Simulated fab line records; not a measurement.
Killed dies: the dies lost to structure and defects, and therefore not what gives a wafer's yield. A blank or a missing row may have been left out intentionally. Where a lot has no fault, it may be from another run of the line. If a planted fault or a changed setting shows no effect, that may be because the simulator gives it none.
One fault through the eyes of 2 desks | flow n5_finfet | only its own numbers are on each desk; what lay behind them is given at the end

== THE TOOL OWNER'S DESK: plasma_asher-02 ==
The tool's own readings at N5_MOL_CONTACT_COAG_STRIP_49 (strips in N2/H2, time 30 s): means of the sampled wafers that have a number, for each lot that ran on this tool. A lot is out of limits, marked OUT, if its mean lies more than 4 standard deviations from the usual mean; the brackets give that distance.
Columns: A = drypump_motor_current_A at N5_MOL_CONTACT_COAG_STRIP_49, usual 5.6 A; B = heater_power_w at N5_MOL_CONTACT_COAG_STRIP_49, usual 356 W
lot  | first seen here | A   | B
L410 | day 5 15:36     | 5.5 | 363
L412 | day 6 03:24     | 5.6 | 362
L413 | day 6 04:19     | 5.9 | 358
L414 | day 6 13:26     | 5.8 | 363
L415 | day 6 18:28     | 5.8 | 364
L416 | day 7 07:44     | 5.8 | 362
L426 | day 9 16:59     | 5.8 | 361
Result from this desk: across the 7 lots, nothing is out of limits.

== METROLOGY DESK ==
What the gauges read for every lot (on any tool): the sampled wafers with a number, averaged. A lot is out of limits, marked OUT, if its mean lies more than 4 standard deviations from the usual mean; the brackets give that distance.
Columns: A = cd_nm at N5_PASSIVATION_CD_MEAS_44, usual 39998 nm
lot  | first seen here | A
L410 | day 11 15:26    | 39998
L412 | day 11 17:38    | 40000
L413 | day 11 22:48    | 39998
L414 | day 12 05:26    | 39997
L415 | day 12 12:26    | 40001
L416 | day 12 22:57    | 40001
L423 | day 16 12:45    | 40000
L430 | day 17 05:08    | 39995
L429 | day 17 08:56    | 39995
L426 | day 18 10:19    | 40002
L428 | day 18 21:37    | 39999
Result from this desk: across the 11 lots, nothing is out of limits.

== ALL TOGETHER ==
The tool owner's desk saw nothing out of limits.
The metrology desk saw nothing out of limits.

== WHAT WAS PUT IN BY THE SIMULATOR ==
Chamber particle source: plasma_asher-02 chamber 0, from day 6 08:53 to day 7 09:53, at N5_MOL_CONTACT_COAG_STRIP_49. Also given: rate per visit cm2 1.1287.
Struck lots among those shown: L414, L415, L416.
